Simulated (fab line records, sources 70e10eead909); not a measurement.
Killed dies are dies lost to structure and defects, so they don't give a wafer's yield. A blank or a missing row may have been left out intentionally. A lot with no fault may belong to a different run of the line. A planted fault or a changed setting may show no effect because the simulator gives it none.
What tool caused it?	flow nandHarc	6 lots with 18 wafers sampled at 3 steps, on a route of 1302 steps

WHAT THE GAUGES READ, wafer by wafer
NHARC_END_SORT_01.
lot	measured	on	killedAtPeriphery
L862	day 25 12:50	prober-02	5 5 5
L868	day 28 03:31	prober-01	20

WHICH TOOL RAN EACH LOT (tool, then ch and the chambers of the sampled wafers, then the start)
lot	NHARC_P_ZERO_WELL_ETCH_63	NHARC_P_STI_ETCH_15
L862	rieSi-02 ch 0,1,3, day 2 17:37	rieSi-01 ch 0,2, day 3 17:34
L865	rieSi-03 ch 1,2,3, day 3 23:34	rieSi-06 ch 1,2,3, day 4 23:14
L868	rieSi-03 ch 0,1,3, day 5 05:40	rieSi-01 ch 0,1,3, day 6 04:20
L872	rieSi-02 ch 0,1, day 6 21:39	rieSi-06 ch 0,3, day 7 19:40
L874	rieSi-03 ch 0,1,2, day 7 17:33	rieSi-05 ch 0,2,3, day 8 16:01
L880	rieSi-04 ch 0,1,2, day 10 05:46	rieSi-05 ch 1,2,3, day 11 05:33
- NHARC_P_ZERO_WELL_ETCH_63: etches the open film in HBr/Cl2, target depth 120 nm, time 40.1 s.
- NHARC_P_STI_ETCH_15: etches the open film in HBr/Cl2, target depth 300 nm, time 100.1 s.

THE ANSWER, worked out from the rows above alone
Rule: the usual values come from the lots themselves. Put in order of their means at a reading, lots are off if they are a third of the lots or fewer, leave a main group of 4 or more, and stand apart from it by a gap of 3 or more times the standard deviation of the main group's means; of several such gaps the widest counts. A main group is skipped when, at the precision printed for the reading in the tables above, its means are all equal. Also off: a lot with no number at a reading for which 4 or more lots have one. Where the step has rows for the other lots, those lots are counted as sound.
No lot is off at any reading shown: from this, nothing can be told.

WHAT THE SIMULATOR PUT IN
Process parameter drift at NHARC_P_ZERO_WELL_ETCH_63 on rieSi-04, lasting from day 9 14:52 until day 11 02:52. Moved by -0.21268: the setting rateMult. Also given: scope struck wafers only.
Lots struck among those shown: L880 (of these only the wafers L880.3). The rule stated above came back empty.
